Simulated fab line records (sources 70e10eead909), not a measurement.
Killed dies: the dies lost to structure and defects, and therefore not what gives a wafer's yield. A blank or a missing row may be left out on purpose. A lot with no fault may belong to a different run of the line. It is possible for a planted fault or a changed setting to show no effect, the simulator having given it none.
Matching of chambers | flow nand harc | NHARC_A_M1_STRIP_18 on rie diel-12 has 4 sister chambers
The step strips in N2/H2. 7 wafers are shown with their chamber, then 7 later ones without.

== WAFERS, EACH WITH ITS CHAMBER ==
wafer  | chamber | drypump motor current A (A) | oes product au (a.u.)
L834.4 | 0       | 5.6                         | 1.014
L831.5 | 2       | 6.2                         | 1.021
L847.1 | 3       | 5.6                         | 1.011
L847.2 | 1       | 6.2                         | 1.005
L847.6 | 3       | 5.6                         | 1.020
L844.1 | 2       | 6.1                         | 1.012
L844.3 | 1       | 6.2                         | 0.998

== WAFERS WHOSE CHAMBER IS MISSING ==
wafer  | drypump motor current A (A) | oes product au (a.u.)
L844.6 | 6.2                         | 1.000
L851.1 | 6.2                         | 1.014
L851.2 | 6.2                         | 1.001
L851.6 | 5.6                         | 1.015
L852.3 | 6.2                         | 0.990
L852.4 | 5.6                         | 0.991
L852.6 | 6.2                         | 0.982

== THE CHAMBER EACH PASSED THROUGH ==
wafer  | from the rows above     | in truth
L844.6 | 1                       | 1
L851.1 | can't be placed: 2 or 1 | 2
L851.2 | 1                       | 1
L851.6 | can't be placed: 3 or 0 | 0
L852.3 | 1                       | 1
L852.4 | can't be placed: 0 or 3 | 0
L852.6 | 1                       | 1
Correctly placed: 4 of 7. Unplaceable from these rows: 3, with the true chamber sitting among the candidates in 3. Number placed wrongly: 0.
How it was worked out, from the rows above alone: a wafer's distance from a chamber is the root of the sum, over the readings, of the square of ((its reading less the chamber's mean) divided by the reading's scatter). The wafer belongs to the nearest chamber; if the next one is less than 2 further off, it can't be placed. The mean given for a chamber averages the wafers shown for that chamber. How the scatter is found: for the shown wafers, subtract from each reading the mean of its chamber, square and add these, divide the total by (wafers less chambers), then take the root.
